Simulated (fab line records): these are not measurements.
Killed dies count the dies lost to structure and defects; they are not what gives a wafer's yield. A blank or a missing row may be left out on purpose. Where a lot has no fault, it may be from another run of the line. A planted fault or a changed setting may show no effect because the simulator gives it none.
Struck lot and sound lot, side by side + flow nand-harc + 19 out of 1159 route steps
Sound: these wafers, L368.1, L368.4, L368.5. Struck: wafers L379.3, L379.4, L379.5. Last of all comes the cause.
Order at every step that has rows: each side's tool, ch and its chambers, its first start. Under that, the readings that differ: sound wafers + struck wafers + difference of the means + sigmas: that difference in standard deviations of wafers without a fault.
alike: readings whose means differ by less than 2 such deviations, and words and numbers that are the same on both sides. not compared: withheld readings, readings that some wafer has no value for, bounds like >300 that may hide the same value, and numbers for which the record gives no deviation and whose values overlap.
The two part at a step that has a row with sigmas, a row that says differs or no value, or rows on one side only. Numbers that have no deviation but don't overlap get no sigmas and don't part them. A reading that every wafer of one side lacks parts them only if that side has two wafers or more.

NHARC_P_GATE_ALD_36: deposits SiNx, target thk 20 nm, pulse time 60 s, ald cycles 223.
  sound on ald-sin-04 ch 0,1, day 7 18:05; struck on ald-sin-02 ch 1,2,3, day 9 01:07
  alike: heater-power-w, precursor-pulse-height-rel
NHARC_P_GATE_ETCHBACK_37: etches the open film in CHF3/O2, target depth 34.5 nm, time 17.2 s.
  sound: rie-diel-04 ch 1,2; struck: rie-diel-06 ch 0,3
  alike: bias-w, drypump-motor-current-A, oes-product-au, rf-vpp-V, showerhead-plenum-p-Torr, throttle-valve-pct
  not compared: rf-hours-counter-h
NHARC_P_GATE_STRIP_101: strips in O2, time 20 s.
  sound on rie-diel-04 ch 0,3, day 8 03:41; struck on rie-diel-06 ch 0,1,2, day 9 09:42
  alike: drypump-motor-current-A, oes-product-au, rf-vpp-V, showerhead-plenum-p-Torr, throttle-valve-pct
  not compared: rf-hours-counter-h
then, 9 steps without rows for these wafers: NHARC_P_GATE_PRECLEAN_97 (cleans in SPM, time 600 s); NHARC_P_GATE_SRD_98; NHARC_P_GATE_PRECLEAN_99 (cleans in SC1); NHARC_P_GATE_SRD_100; NHARC_P_GATE_DEHYDRATE_38 (time 120 s); NHARC_P_GATE_HMDS_39 (time 30 s); NHARC_P_GATE_COAT_40; NHARC_P_GATE_SOFTBAKE_41 (time 95 s); NHARC_P_GATE_EBR_42.
NHARC_P_GATE_EXPOSE_43: exposes mask P NSD, target cd 720 nm.
  sound on krf-scanner-04 ch 0, day 8 04:20; struck on krf-scanner-04 ch 0, day 9 10:29
| reading              | sound                | struck               | difference | sigmas |
|----------------------|----------------------|----------------------|------------|--------|
| exposure-dose-mJ-cm2 | 14.800 14.781 14.797 | 13.645 13.654 13.660 | -1.140     | -81    |
  alike: mask, reticle-temp-C
then, 2 steps without rows for these wafers: NHARC_P_GATE_PEB_44 (peb time 85 s); NHARC_P_GATE_DEVELOP_45 (time 70 s).
NHARC_P_GATE_CD_MEAS_46 targets a cd of 720 nm.
  sound on cd-sem-01 ch 0, day 8 04:29; struck on cd-sem-03 ch 0, day 9 10:38
| reading    | sound             | struck            | difference | sigmas |
|------------|-------------------|-------------------|------------|--------|
| cd-nm (nm) | 717.0 715.2 717.2 | 705.5 709.6 704.2 | -10.0      | -5     |
then, 1 step without rows for these wafers: NHARC_P_GATE_HARDBAKE_47 (time 80 s).
NHARC_P_GATE_DESCUM_48: chemistry O2, time 3 s.
  sound on rie-diel-04 ch 0,1,3, day 8 04:38; struck on rie-diel-06 ch 1,2, day 9 10:49
| reading                 | sound             | struck            | difference | sigmas |
|-------------------------|-------------------|-------------------|------------|--------|
| model.P_GATE.cd-nm (nm) | 716.5 715.2 717.2 | 705.5 709.6 703.3 | -10.2      |        |
  alike: drypump-motor-current-A, oes-product-au, rf-vpp-V, showerhead-plenum-p-Torr, throttle-valve-pct
  not compared: rf-hours-counter-h
after that, 1 step had no rows for these wafers: NHARC_P_GATE_IMPLANT_49.

WHERE THEY PART
First at NHARC_P_GATE_EXPOSE_43; last, within this record, at NHARC_P_GATE_CD_MEAS_46. Later steps at which nothing parts them and some readings are alike: NHARC_P_GATE_DESCUM_48.

WHY: whatever the simulator had introduced
Process parameters drifting: krf-scanner-04 at NHARC_P_GATE_EXPOSE_43, beginning at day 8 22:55. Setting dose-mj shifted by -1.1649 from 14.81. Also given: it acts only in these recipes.
